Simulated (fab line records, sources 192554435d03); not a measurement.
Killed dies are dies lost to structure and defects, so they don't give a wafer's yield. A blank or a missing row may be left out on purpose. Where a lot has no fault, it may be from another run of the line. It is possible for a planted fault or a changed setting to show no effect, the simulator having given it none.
Chamber matching :: flow n5Finfet :: aldMetal-02 running N5_BEOL_M3_ALD_84: 4 sister chambers
The step deposits TaN, pulse time 2 s, purge time 3 s, co reactant purge time 2 s. 4 wafers are shown with their chamber, then 12 later ones without.

WAFERS, EACH WITH ITS CHAMBER
wafer: L085.2
chamber: 2
heaterPowerW (W): 405

wafer: L087.1
chamber: 0
heaterPowerW (W): 489

wafer: L087.4
chamber: 3
heaterPowerW (W): 412

wafer: L087.5
chamber: 1
heaterPowerW (W): 449

WAFERS WITH NO CHAMBER GIVEN
wafer: L090.2
heaterPowerW (W): 493

wafer: L090.3
heaterPowerW (W): 434

wafer: L090.6
heaterPowerW (W): 443

wafer: L089.1
heaterPowerW (W): 415

wafer: L089.3
heaterPowerW (W): 493

wafer: L089.6
heaterPowerW (W): 441

wafer: L093.2
heaterPowerW (W): 396

wafer: L093.4
heaterPowerW (W): 488

wafer: L093.6
heaterPowerW (W): 394

wafer: L097.2
heaterPowerW (W): 444

wafer: L097.4
heaterPowerW (W): 400

wafer: L097.6
heaterPowerW (W): 425

WHICH CHAMBER EACH WENT THROUGH
wafer: L090.2
from the rows above: 0
in truth: 0

wafer: L090.3
from the rows above: can't be placed: 1 or 3 or 2
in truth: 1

wafer: L090.6
from the rows above: 1
in truth: 1

wafer: L089.1
from the rows above: can't be placed: 3 or 2
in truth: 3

wafer: L089.3
from the rows above: 0
in truth: 0

wafer: L089.6
from the rows above: 1
in truth: 1

wafer: L093.2
from the rows above: can't be placed: 2 or 3
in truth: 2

wafer: L093.4
from the rows above: 0
in truth: 0

wafer: L093.6
from the rows above: can't be placed: 2 or 3
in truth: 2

wafer: L097.2
from the rows above: 1
in truth: 1

wafer: L097.4
from the rows above: can't be placed: 2 or 3
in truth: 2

wafer: L097.6
from the rows above: can't be placed: 3 or 2 or 1
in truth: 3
Correct placement for 6 of the 12. Unplaceable from these rows: 6, with the true chamber sitting among the candidates in 6. Wrongly placed: 0.
How it was worked out, from the rows above alone: a wafer's distance from a chamber is the root of the sum, over the readings, of the square of ((its reading less the chamber's mean) divided by the reading's scatter). The wafer belongs to the nearest chamber; if the next one is less than 2 further off, it can't be placed. Each chamber's mean is taken over the wafers shown for it. The scatter (one wafer shown for each chamber): square how far every hidden wafer sits from the nearest shown wafer, average those squares and take the square root.
